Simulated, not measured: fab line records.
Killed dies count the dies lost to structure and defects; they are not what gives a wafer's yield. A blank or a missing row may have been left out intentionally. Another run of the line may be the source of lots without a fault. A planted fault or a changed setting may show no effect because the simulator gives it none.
fab line records    flow nand-harc
[record] lots = 5  wafers = 15  last-day = 33
route steps=1302 shown P_ZERO_WELL@44 END@1302
lots that met no fault: from a run of the same line without faults
start-h: hours from the record's first day to the start of the lot's first wafer shown    wait-h: hours since the lot's step before    " same as the row above    L1.1+2: several wafers, shown together as one row    - no value, or no start given    * or withheld: withheld    < > ~ a bound
route shown NAME@n: a module of which the file shows steps, and the number in the route of the first    usual: mean and standard deviation over wafers with no fault    same: alike in all rows    chamber/n: place in a boat    sites: each site's reading    _std_site: their standard deviation    _edge_site: the outer-site mean with the inner-site mean subtracted    radius-mm: for every site, how far away it sits from the centre of the wafer    mask NAME#n: copy n    behind: tool/chamber where the wafer was last shaped    hold: cause of the lot's hold/its duration in hours/its outcome    device: the n, p or np transistor that did not switch    end of line: the tests these same wafers got at the end of their route    a step without rows: its recipe alone    killed: dies that structure and defects cost at the first sort, which is not the same as the wafer's yield    map: per-die view of a wafer (x killed, . not killed, _ where there is no die)
set.NAME: the setting that was run; set.NAME@STEP: the one run at that earlier step    model.NAME: the simulator's own value behind a step, which no gauge read
lots at some steps of the route; a table a step, a row a wafer
services: a tool's chamber out of use, with start hour (start-h, from the record's first day; less than 0 if before it), hours out, and reason
[[steps]]
[step NHARC_P_ZERO_WELL_CD_MEAS_37]
[recipe] target-cd-nm = 720  landing-energy-ev = 500
[usual] cd-nm = 720.3/1.5
lot.wafer  tool       chamber  start-h  wait-h  cd-nm
L486.1     cd-sem-01  0        104.43   -       718.6
L486.2     "          0        "        "       723.0
L486.3     "          0        "        "       720.2
L489.1     cd-sem-02  0        134.11   -       722.0
L489.2     "          0        "        "       723.6
L489.6     "          0        "        "       723.3
L490.1     cd-sem-01  0        144.16   -       718.5
L490.3     "          0        "        "       722.3
L490.4     "          0        "        "       718.8
L499.3     cd-sem-02  0        234.00   -       717.8
L499.5     "          0        "        "       719.7
L499.6     "          0        "        "       718.5
L501.3     cd-sem-02  0        254.11   -       719.2
L501.4     "          0        "        "       719.3
L501.6     "          0        "        "       719.7
[step NHARC_P_ZERO_WELL_HARDBAKE_38]
[recipe] temp-c = 125  time-s = 80
[step NHARC_P_ZERO_WELL_DESCUM_39]
[recipe] time-s = 3  o2-flow-sccm = 200  ar-flow-sccm = 0  bias-power-w = 0  chemistry = O2
[usual] drypump-motor-current-A = 5.6/0.41  oes-product-au = 1.000/0.0091  rf-vpp-V = 57.7/0.94  showerhead-plenum-p-Torr = 1.90/0.062  throttle-valve-pct = 11.311/0.0092
lot.wafer  tool         chamber  start-h  wait-h  drypump-motor-current-A  oes-product-au  rf-hours-counter-h  rf-vpp-V  showerhead-plenum-p-Torr  throttle-valve-pct
L486.3     rie-diel-06  1        104.74   -       5.8                      1.015           41                  59.0      2.00                      11.310
L486.1     "            2        "        "       5.0                      1.013           50                  56.6      1.96                      11.319
L486.2     "            3        "        "       5.9                      1.018           49                  57.4      1.87                      11.323
L489.2     rie-diel-09  0        134.28   -       5.7                      1.017           50                  59.5      1.84                      11.325
L489.1     "            3        "        "       5.8                      0.993           44                  58.2      1.98                      11.299
L489.6     "            0        "        "       5.7                      1.007           -                   56.2      1.84                      11.310
L490.3     rie-diel-01  2        146.40   -       5.9                      1.023           36                  57.2      1.82                      11.299
L490.1     "            0        "        "       5.7                      0.994           38                  57.9      1.90                      11.321
L490.4     "            1        "        "       4.8                      1.015           39                  58.1      1.98                      11.305
L499.3     rie-diel-01  3        234.15   -       5.2                      0.991           7                   57.0      1.82                      11.314
L499.5     "            3        "        "       5.3                      0.990           -                   56.6      1.82                      11.305
L499.6     "            0        "        "       5.7                      0.986           -                   57.6      1.89                      11.315
L501.3     rie-diel-01  0        254.29   -       5.6                      0.984           14                  58.8      1.89                      11.311
L501.4     "            1        "        "       4.8                      0.996           15                  57.0      1.97                      11.309
L501.6     "            2        "        "       5.9                      0.993           -                   56.1      1.81                      11.300
[step NHARC_P_ZERO_WELL_IMPLANT_40]
[recipe] energy-kev = 300  dose-cm2 = 1e+13  tilt-deg = 7
[step NHARC_P_ZERO_WELL_IMPLANT_59]
[recipe] energy-kev = 120  dose-cm2 = 5e+12  tilt-deg = 7
[step NHARC_P_ZERO_WELL_IMPLANT_60]
[recipe] energy-kev = 30  dose-cm2 = 2e+12  tilt-deg = 7
[step NHARC_P_ZERO_WELL_STRIP_41]
[recipe] time-s = 840  temp-c = 130  chemistry = SPM
[step NHARC_P_ZERO_WELL_DEHYDRATE_44]
[recipe] temp-c = 150  time-s = 120
[step NHARC_P_ZERO_WELL_HMDS_45]
[recipe] time-s = 30
[step NHARC_P_ZERO_WELL_COAT_46]
[recipe] spin-rpm = withheld
[step NHARC_P_ZERO_WELL_SOFTBAKE_47]
[recipe] temp-c = 122  time-s = 95
[step NHARC_P_ZERO_WELL_EBR_48]
[step NHARC_P_ZERO_WELL_EXPOSE_49]
[recipe] na = 0.6  target-cd-nm = 2000  dose-mj = 22.64  mask-id = P_HVPW
[usual] focus-offset-nm = -0.1/0.51
lot.wafer  tool            chamber  start-h  wait-h  mask         focus-offset-nm
L486.1     krf-scanner-02  0        106.06   -       P_HVPW#0     0.2
L486.2     "               0        "        "       P_HVPW#0     -0.4
L486.3     "               0        "        "       P_HVPW#0     0.3
L489.1     krf-scanner-03  0        135.61   -       P_HVPW_R1#0  -0.5
L489.2     "               0        "        "       P_HVPW_R1#0  -0.3
L489.6     "               0        "        "       P_HVPW_R1#0  0.1
L490.1     krf-scanner-02  0        147.72   -       P_HVPW#0     -0.5
L490.3     "               0        "        "       P_HVPW#0     0.2
L490.4     "               0        "        "       P_HVPW#0     -0.8
L499.3     krf-scanner-01  0        235.36   -       P_HVPW#0     0.2
L499.5     "               0        "        "       P_HVPW#0     0.6
L499.6     "               0        "        "       P_HVPW#0     0.7
L501.3     krf-scanner-03  0        255.60   -       P_HVPW#0     -0.9
L501.4     "               0        "        "       P_HVPW#0     -0.4
L501.6     "               0        "        "       P_HVPW#0     -0.3
[step NHARC_P_ZERO_WELL_PEB_50]
[recipe] peb-temp-c = 118  peb-time-s = 85
[step NHARC_P_ZERO_WELL_DEVELOP_51]
[recipe] time-s = 70
[step NHARC_P_ZERO_WELL_CD_MEAS_52]
[recipe] target-cd-nm = 2000  landing-energy-ev = 500
[usual] cd-nm = 2000.4/1.6
lot.wafer  tool       chamber  start-h  wait-h  cd-nm
L486.1     cd-sem-02  0        106.22   -       2001.1
L486.2     "          0        "        "       2001.5
L486.3     "          0        "        "       2001.6
L489.1     cd-sem-02  0        135.77   -       1916.6
L489.2     "          0        "        "       1916.7
L489.6     "          0        "        "       1916.6
L490.1     cd-sem-01  0        147.87   -       1998.3
L490.3     "          0        "        "       1997.0
L490.4     "          0        "        "       1996.5
L499.3     cd-sem-01  0        235.51   -       1999.8
L499.5     "          0        "        "       2000.9
L499.6     "          0        "        "       2000.9
L501.3     cd-sem-03  0        255.75   -       2000.7
L501.4     "          0        "        "       2001.2
L501.6     "          0        "        "       2002.2
[step NHARC_P_ZERO_WELL_HARDBAKE_53]
[recipe] temp-c = 125  time-s = 80
[step NHARC_P_ZERO_WELL_DESCUM_54]
[recipe] time-s = 3  o2-flow-sccm = 200  ar-flow-sccm = 0  bias-power-w = 0  chemistry = O2
[usual] drypump-motor-current-A = 5.6/0.38  oes-product-au = 1.002/0.0076  rf-vpp-V = 57.7/0.79  showerhead-plenum-p-Torr = 1.91/0.059  throttle-valve-pct = 11.311/0.0088
lot.wafer  tool         chamber  start-h  wait-h  drypump-motor-current-A  oes-product-au  rf-hours-counter-h  rf-vpp-V  showerhead-plenum-p-Torr  throttle-valve-pct  model.P_ZERO_WELL.cd-nm
L486.2     rie-diel-06  3        106.46   -       5.9                      1.013           50                  57.4      1.87                      11.315              2001
L486.1     "            0        "        "       5.7                      1.011           41                  59.3      1.91                      11.302              2001
L486.3     "            2        "        "       5.1                      1.017           51                  58.8      1.96                      11.324              2001
L489.1     rie-diel-09  0        135.93   -       5.7                      1.002           51                  57.2      1.84                      11.297              1917
L489.2     "            2        "        "       5.8                      0.987           53                  57.1      1.95                      11.313              1917
L489.6     "            0        "        "       5.7                      0.993           -                   57.9      1.84                      11.316              1917
L490.1     rie-diel-01  2        148.93   -       5.9                      1.010           38                  56.9      1.82                      11.324              1998
L490.3     "            3        "        "       5.3                      1.017           37                  58.0      1.83                      11.324              1997
L490.4     "            0        "        "       5.7                      0.996           39                  57.8      1.90                      11.295              1996
L499.3     rie-diel-06  1        235.69   -       5.8                      1.011           38                  58.3      1.98                      11.304              2000
L499.5     "            3        "        "       5.9                      0.996           -                   56.3      1.85                      11.304              2001
L499.6     "            0        "        "       5.8                      1.003           -                   57.6      1.90                      11.315              2000
L501.4     rie-diel-09  1        255.93   -       6.2                      1.002           37                  56.4      1.84                      11.316              2002
L501.3     "            3        "        "       5.8                      0.992           32                  59.2      1.97                      11.330              2001
L501.6     "            0        "        "       5.7                      0.999           -                   56.8      1.83                      11.294              2003
[step NHARC_P_ZERO_WELL_IMPLANT_55]
[recipe] energy-kev = 180  dose-cm2 = 8e+11  tilt-deg = 7
[step NHARC_END_SORT_01]
[recipe] temp-c = 25
[usual] killed-at-array = 59/17  killed-at-other = 0.7/0.9  killed-at-periphery = 3.6/2.3  killed-dies = 63/18  killed-open = 3.4/1.9  killed-short = 2.6/1.7
[same] gross-dies = 677
lot.wafer  tool       chamber  start-h  wait-h  killed-at-array  killed-at-other  killed-at-periphery  killed-dies  killed-open  killed-short
L489.1     prober-01  0        682.72   2.5     54               0                5                    59           7            2
L489.2     prober-01  0        683.51   2.8     54               0                1                    55           2            4
L489.6     prober-01  0        686.68   4.0     59               0                5                    64           5            5
L490.1     prober-01  0        690.49   2.5     69               2                4                    75           1            3
L490.3     prober-01  0        692.10   3.1     54               2                8                    64           2            2
L490.4     prober-01  0        692.91   3.4     76               1                4                    81           3            0
// killed by level:class
L489.1 A_CHANNEL_HOLE_D1:chamber-film-flake=31 A_CONTACT:chamber-film-flake=8 A_SLIT:chamber-film-flake=3 P_CONTACT:geometric-particle:open=2 A_CHANNEL_FILL_D1:geometric-particle:open=2 A_CHANNEL_HOLE_D2:chamber-film-flake=2 P_M2:geometric-particle:short=1 A_ONON_D1:geometric-particle:open=1
L489.2 A_CHANNEL_HOLE_D1:chamber-film-flake=33 A_CONTACT:chamber-film-flake=10 P_GATE:geometric-particle:open=1 A_ONON_D1:geometric-particle:short=1 A_CHANNEL_FILL_D1:geometric-particle:short=1 A_CHANNEL_HOLE_D2:geometric-particle:open=1 A_CHANNEL_FILL_D2:geometric-particle:short=1 A_M0:geometric-particle:short=1
L489.6 A_CHANNEL_HOLE_D1:chamber-film-flake=35 A_CONTACT:chamber-film-flake=6 A_SLIT:chamber-film-flake=3 A_ONON_D1:geometric-particle:open=2 P_ZERO_WELL:chamber-film-flake=2 A_CHANNEL_HOLE_D2:unspecified=2 P_STI:geometric-particle:short=1 P_GATE:geometric-particle:open=1
L490.1 A_SLIT:chamber-film-flake=27 A_CHANNEL_HOLE_D2:chamber-film-flake=19 A_STAIRCASE:chamber-film-flake=8 A_CONTACT:chamber-film-flake=6 A_CHANNEL_HOLE_D1:chamber-film-flake=4 P_M1:geometric-particle:short=2 THIN_TSV:chamber-film-flake=2 A_CHANNEL_FILL_D2:geometric-particle:short=1
L490.3 A_SLIT:chamber-film-flake=24 A_CHANNEL_HOLE_D2:chamber-film-flake=14 A_STAIRCASE:chamber-film-flake=6 P_M2:chamber-film-flake=5 A_CHANNEL_HOLE_D1:chamber-film-flake=4 A_CONTACT:chamber-film-flake=3 THIN_TSV:chamber-film-flake=2 P_GATE:geometric-particle:open=1
L490.4 A_SLIT:chamber-film-flake=28 A_CHANNEL_HOLE_D2:chamber-film-flake=12 A_STAIRCASE:chamber-film-flake=11 A_CONTACT:chamber-film-flake=10 A_CHANNEL_HOLE_D1:chamber-film-flake=9 P_M2:chamber-film-flake=3 A_CHANNEL_FILL_D2:chamber-film-flake=2 P_M1:geometric-particle:open=1
[[services]]
tool            chamber  start-h  hours  kind
rie-diel-01     0        85.36    -      clean
rie-diel-01     1        85.36    -      clean
rie-diel-01     2        85.36    -      clean
rie-diel-01     3        85.36    -      clean
rie-diel-09     3        93.02    6.6    repair
krf-scanner-02  -        94.00    4.0    pm
rie-diel-01     0        109.86   -      clean
rie-diel-01     1        109.86   -      clean
rie-diel-01     2        109.86   -      clean
rie-diel-01     3        109.86   -      clean
krf-scanner-03  -        113.98   0.8    repair
rie-diel-06     -        115.88   2.4    repair
rie-diel-01     2        128.34   3.3    repair
krf-scanner-03  -        129.01   1.3    repair
rie-diel-06     -        130.20   9.0    pm
rie-diel-01     0        134.40   -      clean
krf-scanner-01  -        140.00   4.0    pm
rie-diel-09     -        143.13   9.0    pm
krf-scanner-01  -        186.98   0.7    repair
rie-diel-01     2        187.54   16.3   repair
rie-diel-01     -        203.84   9.0    pm
krf-scanner-01  -        216.83   4.2    repair
krf-scanner-03  -        224.00   4.0    pm
rie-diel-06     0        242.40   3.2    repair
[[key]]
[first-sign] step = NHARC_P_ZERO_WELL_EXPOSE_49  reading = mask  direction = changed
[effect] step = NHARC_P_ZERO_WELL_CD_MEAS_52  reading = cd-nm  direction = down  sigmas = 51  usual = 2000.4  struck = 1916.6
[model-effect] step = NHARC_P_ZERO_WELL_DESCUM_54  value = P_ZERO_WELL.cd-nm  without = 2003  struck = 1917
met-at NHARC_P_ZERO_WELL_EXPOSE_49
struck-wafers L489.1,L489.2,L489.6
tester-left-out L489
[fault] kind = wrong-mask  tool = any  chamber = -  onset-h = 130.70  steps = NHARC_P_ZERO_WELL_EXPOSE_49  aux-copy = P_HVPW_R1#0  cd-offset-nm = -85.732  scope = struck-lots-only
// tester-left-out: of these lots the tester's yield and bins aren't shown, on N5 and GAA mostly nor the transistor test; their killed dies are dies lost to structure and defects alone, not to doping, threshold or leakage, so they don't give the yield
